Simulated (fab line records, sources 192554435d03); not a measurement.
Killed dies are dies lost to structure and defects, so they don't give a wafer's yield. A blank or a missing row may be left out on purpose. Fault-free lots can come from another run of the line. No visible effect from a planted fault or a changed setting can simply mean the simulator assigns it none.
The tool behind it: which one? -- flow n5Finfet -- 12 lots, 32 wafers sampled, at 5 steps of a route of 1938

WHAT THE GAUGES READ, wafer by wafer
N5_BEOL_M10_CD_MEAS_35: target cd 70 nm. Usual: cdNm 70.1 nm, standard deviation 0.71.
lot,measured,on,cdNm (nm),flag
L890,day 10 21:58,cdSem-02,70.5 70.0 70.8,
L895,day 12 02:32,cdSem-02,69.2 69.6 70.1,
L897,day 12 02:43,cdSem-03,69.8 68.9,
L896,day 12 10:22,cdSem-03,70.6 70.1,
L898,day 13 01:20,cdSem-03,69.1 70.6 69.4,
L899,day 13 21:44,cdSem-03,69.3 69.9 70.1,
L903,day 14 03:04,cdSem-01,69.1 69.9 69.5,
L908,day 14 22:30,cdSem-01,69.3 69.7,
L909,day 15 21:34,cdSem-02,71.2 70.0 71.8,
L910,day 16 06:34,cdSem-01,68.2 69.3 69.2,
L912,day 16 08:19,cdSem-02,70.1 69.6 70.3,
L911,day 16 13:58,cdSem-01,71.5 69.9,

N5_BEOL_M11_THK_MEAS_01. Usual: M11_ILD_THK gives 267 nm (standard deviation 3.8).
lot,measured,on,M11_ILD_THK (nm),flag
L890,day 11 02:35,filmMetro-02,261 263 266,
L895,day 12 06:55,filmMetro-02,265 268 269,
L897,day 12 07:00,filmMetro-01,272 271,
L896,day 12 13:37,filmMetro-02,261 262,
L898,day 13 06:28,filmMetro-01,266 274 268,
L899,day 14 00:50,filmMetro-01,267 272 270,
L903,day 14 06:16,filmMetro-02,268 269 270,
L908,day 15 02:02,filmMetro-01,272 272,
L909,day 16 01:22,filmMetro-02,266 266 270,
L910,day 16 10:06,filmMetro-01,263 269 267,
L912,day 16 11:25,filmMetro-01,264 263 269,
L911,day 16 17:52,filmMetro-01,269 267,

N5_BEOL_M11_CD_MEAS_28: target cd 70 nm. Usual: cdNm 69.6 nm, standard deviation 1.1.
lot,measured,on,cdNm (nm),flag
L890,day 11 06:14,cdSem-01,71.1 69.3 69.5,
L895,day 12 18:09,cdSem-03,69.4 68.3 69.0,
L897,day 12 17:38,cdSem-01,68.8 69.1,
L896,day 12 17:59,cdSem-01,68.9 69.7,
L898,day 13 10:46,cdSem-01,71.6 70.3 70.7,
L899,day 14 02:41,cdSem-02,71.5 71.9 71.2,
L903,day 14 12:29,cdSem-01,68.1 68.2 75.8,
L908,day 15 03:46,cdSem-03,69.0 69.7,
L909,day 16 05:16,cdSem-01,68.5 69.8 69.1,
L910,day 16 13:14,cdSem-01,68.4 68.9 69.3,
L912,day 16 17:02,cdSem-03,69.3 68.1 68.6,
L911,day 16 22:11,cdSem-01,70.4 71.0,

WHICH TOOL RAN EACH LOT (tool, then ch and the chambers of the sampled wafers, then the start)
lot,N5_BEOL_M10_DESCUM_33,N5_BEOL_M11_PEB_26
L890,"rieDiel-01 ch 1,3, day 10 21:20","lithoTrack-02 ch 0, day 11 06:10"
L895,"rieDiel-01 ch 0,1,2, day 12 01:54","lithoTrack-01 ch 0, day 12 18:05"
L897,"rieDiel-05 ch 1,3, day 12 02:04","lithoTrack-01 ch 0, day 12 17:34"
L896,"rieDiel-05 ch 2,3, day 12 09:43","lithoTrack-02 ch 0, day 12 17:55"
L898,"rieDiel-05 ch 0,1,2, day 13 00:41","lithoTrack-04 ch 0, day 13 10:41"
L899,"rieDiel-05 ch 1,3, day 13 21:06","lithoTrack-04 ch 0, day 14 02:37"
L903,"rieDiel-06 ch 0,1,2, day 14 02:25","lithoTrack-01 ch 0, day 14 12:25"
L908,"rieDiel-06 ch 2,3, day 14 21:51","lithoTrack-02 ch 0, day 15 03:42"
L909,"rieDiel-01 ch 1,2, day 15 20:55","lithoTrack-02 ch 0, day 16 05:11"
L910,"rieDiel-01 ch 0,1,3, day 16 05:55","lithoTrack-02 ch 0, day 16 13:10"
L912,"rieDiel-01 ch 1,3, day 16 07:41","lithoTrack-02 ch 0, day 16 16:58"
L911,"rieDiel-05 ch 1,3, day 16 13:20","lithoTrack-04 ch 0, day 16 22:08"
- N5_BEOL_M10_DESCUM_33: chemistry O2, time 7.9 s.
- N5_BEOL_M11_PEB_26: peb time 60 s.

WHAT THE TOOLS THEMSELVES READ (means of the sampled wafers that have a number; where no wafer has one, the mark that the record gives instead)
N5_BEOL_M10_DESCUM_33. Usual: drypumpMotorCurrentA 5.7 A, standard deviation 0.42; oesProductAu 0.82 a.u., standard deviation 0.066; rfFwdPowerW 49.39 W, standard deviation 0.21; rfVppV 243.4 V, standard deviation 1.2; showerheadPlenumPTorr 2.11 Torr, standard deviation 0.057; throttleValvePct 20.45 %, standard deviation 0.18.
lot,tool,drypumpMotorCurrentA (A),oesProductAu (a.u.),rfFwdPowerW (W),rfVppV (V),showerheadPlenumPTorr (Torr),throttleValvePct (%),flag
L890,rieDiel-01,5.9,0.77,49.32,243.6,2.13,20.59,
L895,rieDiel-01,5.5,0.83,49.38,243.8,2.13,20.46,
L897,rieDiel-05,6.1,0.88,49.49,244.1,2.07,20.36,
L896,rieDiel-05,6.0,0.85,49.33,243.6,2.08,20.45,
L898,rieDiel-05,5.8,0.81,49.48,242.8,2.06,20.45,
L899,rieDiel-05,6.0,0.85,49.63,242.8,2.05,20.43,
L903,rieDiel-06,5.6,0.84,49.58,243.7,2.16,20.39,
L908,rieDiel-06,5.2,0.83,49.30,244.2,2.17,20.44,
L909,rieDiel-01,5.3,0.81,49.38,243.5,2.12,20.49,
L910,rieDiel-01,5.7,0.81,49.32,243.5,2.12,20.53,
L912,rieDiel-01,5.9,0.81,49.35,242.4,2.11,20.54,
L911,rieDiel-05,6.1,0.82,49.65,243.3,2.06,20.43,

THE ANSWER, worked out from the rows above alone
Rule: a lot is off if the mean of its wafers that have a number lies more than 3 standard deviations from the usual mean. Also off: a lot with no number at a reading for which 4 or more lots have one. All remaining lots with rows at the step are treated as sound. After the gauges, taken in route order, come the tools' own readings; for these a lot's mean is taken, as printed above. At the first step where some lot is off, the reading lying furthest off is the one used; lots without a number count as furthest.
None of the lots is off at any reading shown; this tells nothing.

WHAT THE SIMULATOR HAD INSERTED
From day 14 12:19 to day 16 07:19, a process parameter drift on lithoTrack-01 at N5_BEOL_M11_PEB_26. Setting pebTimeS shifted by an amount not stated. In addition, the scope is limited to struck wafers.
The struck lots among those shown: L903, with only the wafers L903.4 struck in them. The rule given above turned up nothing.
